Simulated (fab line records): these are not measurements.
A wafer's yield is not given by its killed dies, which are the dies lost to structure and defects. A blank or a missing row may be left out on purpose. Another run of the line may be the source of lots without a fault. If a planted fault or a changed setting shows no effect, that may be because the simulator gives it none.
Chamber matching ; flow n5-finfet ; N5_BEOL_M7_DEP_56 on pecvd-01 has 3 sister chambers
The step deposits SiCN from 3MS/NH3, target thk 10 nm, time 17.5 s. 20 wafers are shown with their chamber, then 10 later ones without.

WAFERS, EACH WITH ITS CHAMBER
wafer;chamber;throttle-valve-pct (%);showerhead-plenum-p-Torr (Torr)
L075.3;2;8.7;3.665
L075.4;2;9.0;3.666
L075.5;1;8.4;3.678
L076.1;0;9.0;3.679
L076.2;2;9.1;3.674
L076.3;1;8.7;3.672
L083.2;0;9.1;3.661
L083.3;2;8.7;3.674
L083.6;1;8.5;3.668
L085.1;1;8.7;3.671
L085.2;0;8.7;3.678
L085.6;0;8.9;3.669
L086.3;2;8.9;3.657
L086.4;0;9.1;3.661
L086.5;2;8.9;3.669
L089.2;0;8.9;3.660
L089.5;2;8.7;3.673
L089.6;0;8.9;3.668
L091.1;1;8.8;3.680
L091.3;2;8.9;3.663

SIGNATURES (means of the wafers above)
reading;chamber 0;chamber 1;chamber 2;scatter within a chamber
throttle-valve-pct;8.943;8.620;8.863;0.15
showerhead-plenum-p-Torr;3.66800;3.67380;3.66763;0.0066
Rule: a wafer's distance from a chamber is the root of the sum, over the readings, of the square of ((its reading less the chamber's mean) divided by the reading's scatter). The wafer belongs to the nearest chamber; if the next one is less than 2 further off, it can't be placed. The scatter is the square root of a quotient: the sum, over the shown wafers, of each reading's squared deviation from its chamber's mean, divided by wafers minus chambers.

WAFERS WITHOUT THEIR CHAMBER
wafer;throttle-valve-pct (%);showerhead-plenum-p-Torr (Torr)
L091.6;8.9;3.667
L094.2;9.0;3.659
L094.3;8.8;3.673
L094.4;8.8;3.663
L093.1;8.6;3.688
L093.4;9.0;3.664
L093.5;8.8;3.673
L096.1;8.7;3.675
L096.3;8.9;3.667
L096.5;9.2;3.657

WHICH CHAMBER EACH ONE RAN IN
wafer;from the rows above;in truth
L091.6;can't be placed: 2 or 0 or 1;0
L094.2;can't be placed: 0 or 2 or 1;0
L094.3;can't be placed: 2 or 1 or 0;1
L094.4;can't be placed: 2 or 0 or 1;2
L093.1;can't be placed: 1 or 2 or 0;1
L093.4;can't be placed: 0 or 2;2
L093.5;can't be placed: 2 or 1 or 0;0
L096.1;can't be placed: 1 or 2 or 0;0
L096.3;can't be placed: 2 or 0 or 1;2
L096.5;can't be placed: 0 or 2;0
Placed correctly: 0 of 10. Unplaceable from these rows: 10, with the true chamber sitting among the candidates in 10. Number placed wrongly: 0.
